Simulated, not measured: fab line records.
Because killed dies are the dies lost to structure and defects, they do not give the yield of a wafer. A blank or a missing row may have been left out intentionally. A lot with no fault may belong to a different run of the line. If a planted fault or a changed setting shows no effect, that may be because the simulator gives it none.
Problem report, 8D (eight disciplines) form, completed by code | flow n5_finfet | the parts of the form that need people (team, actions taken, sign-off) are left out

== 1. PROBLEM STATEMENT ==
Mean of run_length_s at N5_MOL_CONTACT_COAG_ALD_27: 1401.6 s across 5 wafers in 3 lots; on wafers with no fault it is 2769.7 s (standard deviation 0.47). So: -99 or more standard deviations from the usual mean.
The step: deposits SiOC, target thk 17 nm, pulse time 1.5 s, time 2720 s.
Seen first at day 6 19:38 on ald_sin-03, wafer L693.5. The record holds 24 wafers of 8 lots with a number at this step. Rule for "out", or "out of limits": more than 4 standard deviations from the usual mean. Any other wafer with a number is counted as sound.

== 2. WHAT IT IS; WHAT IT IS NOT ==
question                    | is                                     | is not
which readings at this step | run_length_s                           | heater_power_w, precursor_pulse_height_rel
which lots                  | L693, L694, L697                       | L686, L689, L698, L702, L708
which wafers of those lots  | L693.5, L693.6, L694.1, L694.5, L697.1 | L693.3, L694.3, L697.2, L697.3
read on which tools         | ald_sin-03                             | ald_sin-01, ald_sin-02
when                        | from day 6 19:38                       | up to then (7 sound wafers); but 12 sound wafers of L694, L697, L698, L702, L708 came after

== 3. THE SUSPECTS, EACH WITH WHAT RULES IT OUT ==
Counting: a tool at a process step up to the reading stays a suspect if it ran every lot that is out. Sound lots after the first of them don't rule it out here, since some wafers of a struck lot are sound.
- ald_sin-03 at N5_MOL_CONTACT_COAG_ALD_27 (deposits SiOC, target thk 17 nm, pulse time 1.5 s, time 2720 s): kept. Every lot that is out went through it, the first being L693 (day 6 19:38); the last sound lot it ran before that was L686 (day 5 03:33). Out on those wafers are its own readings of run_length_s.
The count leaves ald_sin-03 at N5_MOL_CONTACT_COAG_ALD_27.

== 4. THE CAUSE (what the simulator had put in) ==
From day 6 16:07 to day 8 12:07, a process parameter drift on ald_sin-03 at N5_MOL_CONTACT_COAG_ALD_27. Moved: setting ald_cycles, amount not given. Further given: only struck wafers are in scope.
After counting, this tool was the only one left.

== 5. THE CHAIN OF EFFECTS, in route order ==
One row per reading whose mean, taken over the struck wafers that have a number, lies over 3 standard deviations from the usual. Readings are gone through only where the record gives a usual standard deviation; hours: the median, over the lots, of the time from a lot's start at the first step in this table giving one to that lot's start at this step; sigmas: the change measured in usual standard deviations.
hours | step                       | reading      | usual    | on struck wafers | change  | sigmas
0     | N5_MOL_CONTACT_COAG_ALD_27 | run_length_s | 2769.7 s | 1401.6           | -1368.1 | -99 or more
It contains these process steps:
- N5_MOL_CONTACT_COAG_ALD_27: deposits SiOC, target thk 17 nm, pulse time 1.5 s, time 2720 s.
Later measuring or inspecting steps at which every struck wafer that the step has a row for has a number for every such reading, and none has moved that far: N5_BEOL_M4_RC_MEAS_101.

== 6. WHAT WOULD HAVE CAUGHT IT SOONER ==
The fault began at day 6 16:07; the first out-of-limits reading in this record came at day 6 19:38, 4 hours later.
